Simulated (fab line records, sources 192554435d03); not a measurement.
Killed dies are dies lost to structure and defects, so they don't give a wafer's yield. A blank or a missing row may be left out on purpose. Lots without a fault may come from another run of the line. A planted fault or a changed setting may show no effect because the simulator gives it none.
Chamber matching | flow n5_finfet | N5_BEOL_M6_ETCH_65 on rie_diel-03: 4 sister chambers
The step etches SiARC in CF4, target depth 15.6 nm, time 26 s. 16 wafers are shown with their chamber, then 8 later ones without.

WAFERS WITH THEIR CHAMBER
wafer  | chamber | showerhead_plenum_p_Torr (Torr) | throttle_valve_pct (%) | drypump_motor_current_A (A)
L074.1 | 0       | 2.15                            | 15.86                  | 6.1
L074.2 | 3       | 2.17                            | 15.33                  | 5.7
L074.6 | 0       | 2.15                            | 15.85                  | 6.1
L077.2 | 1       | 2.26                            | 15.44                  | 5.6
L077.3 | 3       | 2.16                            | 15.34                  | 5.6
L077.6 | 0       | 2.15                            | 15.87                  | 6.1
L079.1 | 1       | 2.26                            | 15.43                  | 5.7
L079.5 | 2       | 2.25                            | 15.70                  | 5.5
L079.6 | 3       | 2.16                            | 15.34                  | 5.7
L080.1 | 2       | 2.25                            | 15.71                  | 5.5
L080.2 | 3       | 2.16                            | 15.34                  | 5.6
L080.6 | 3       | 2.16                            | 15.35                  | 5.6
L082.1 | 1       | 2.26                            | 15.44                  | 5.6
L082.3 | 0       | 2.15                            | 15.90                  | 6.1
L082.4 | 2       | 2.25                            | 15.72                  | 5.5
L085.1 | 3       | 2.16                            | 15.36                  | 5.6

SIGNATURES (means of the wafers above)
reading                  | chamber 0 | chamber 1 | chamber 2 | chamber 3 | scatter within a chamber
showerhead_plenum_p_Torr | 2.1500    | 2.2600    | 2.2500    | 2.1617    | 0.00264
throttle_valve_pct       | 15.8700   | 15.4367   | 15.7100   | 15.3433   | 0.0135
drypump_motor_current_A  | 6.100     | 5.633     | 5.500     | 5.633     | 0.0408
Rule: a wafer's distance from a chamber is the root of the sum, over the readings, of the square of ((its reading less the chamber's mean) divided by the reading's scatter). The wafer belongs to the nearest chamber; if the next one is less than 2 further off, it can't be placed. The scatter: the root of (the sum of the squares of (reading less its chamber's mean) over the shown wafers, divided by (wafers less chambers)).

WAFERS WITHOUT THEIR CHAMBER
wafer  | showerhead_plenum_p_Torr (Torr) | throttle_valve_pct (%) | drypump_motor_current_A (A)
L085.3 | 2.25                            | 15.71                  | 5.5
L085.6 | 2.26                            | 15.46                  | 5.6
L087.1 | 2.15                            | 15.90                  | 6.1
L087.3 | 2.25                            | 15.73                  | 5.5
L087.6 | 2.16                            | 15.38                  | 5.6
L088.1 | 2.26                            | 15.47                  | 5.6
L088.5 | 2.15                            | 15.91                  | 6.1
L088.6 | 2.26                            | 15.47                  | 5.6

WHICH CHAMBER EACH WENT THROUGH
wafer  | from the rows above | in truth
L085.3 | 2                   | 2
L085.6 | 1                   | 1
L087.1 | 0                   | 0
L087.3 | 2                   | 2
L087.6 | 3                   | 3
L088.1 | 1                   | 1
L088.5 | 0                   | 0
L088.6 | 1                   | 1
Placed correctly: 8 of 8. Can't be placed from these rows: 0. Placed wrongly: 0.
